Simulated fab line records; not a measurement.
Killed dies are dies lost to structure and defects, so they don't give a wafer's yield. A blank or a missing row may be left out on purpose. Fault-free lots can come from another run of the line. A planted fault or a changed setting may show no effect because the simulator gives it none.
Matching of chambers | flow nandHarc | NHARC_P_M1_DEP_33 on pecvd-03 has 3 sister chambers
The step deposits SiCN, target thk 30 nm. 3 wafers are shown with their chamber, then 12 later ones without.

== WAFERS PAIRED WITH THEIR CHAMBERS ==
wafer  | chamber | heaterPowerW (W)
L088.4 | 1       | 686
L088.5 | 2       | 565
L088.6 | 0       | 659

== WAFERS WITHOUT THEIR CHAMBER ==
wafer  | heaterPowerW (W)
L087.1 | 596
L087.5 | 583
L087.6 | 628
L089.1 | 667
L089.3 | 535
L089.4 | 519
L090.2 | 671
L090.3 | 585
L090.6 | 677
L096.1 | 600
L096.3 | 642
L096.4 | 673

== THE CHAMBER EACH PASSED THROUGH ==
wafer  | from the rows above          | in truth
L087.1 | can't be placed: 2 or 0      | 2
L087.5 | 2                            | 2
L087.6 | can't be placed: 0 or 1 or 2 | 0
L089.1 | can't be placed: 0 or 1      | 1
L089.3 | 2                            | 2
L089.4 | 2                            | 2
L090.2 | can't be placed: 0 or 1      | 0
L090.3 | 2                            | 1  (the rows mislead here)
L090.6 | can't be placed: 1 or 0      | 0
L096.1 | can't be placed: 2 or 0      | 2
L096.3 | can't be placed: 0 or 1      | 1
L096.4 | can't be placed: 1 or 0      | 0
3 of 12 placed correctly. These rows do not allow placing 8 (true chamber among the candidates in 8). Number placed wrongly: 1.
How it was worked out, from the rows above alone: a wafer's distance from a chamber is the root of the sum, over the readings, of the square of ((its reading less the chamber's mean) divided by the reading's scatter). If the next closest chamber is less than 2 further off than the closest, the wafer can't be placed; otherwise it belongs to the closest. A chamber's mean is the mean of its shown wafers. The scatter: root of mean squared gap, hidden wafer to nearest shown wafer, with one shown wafer a chamber.
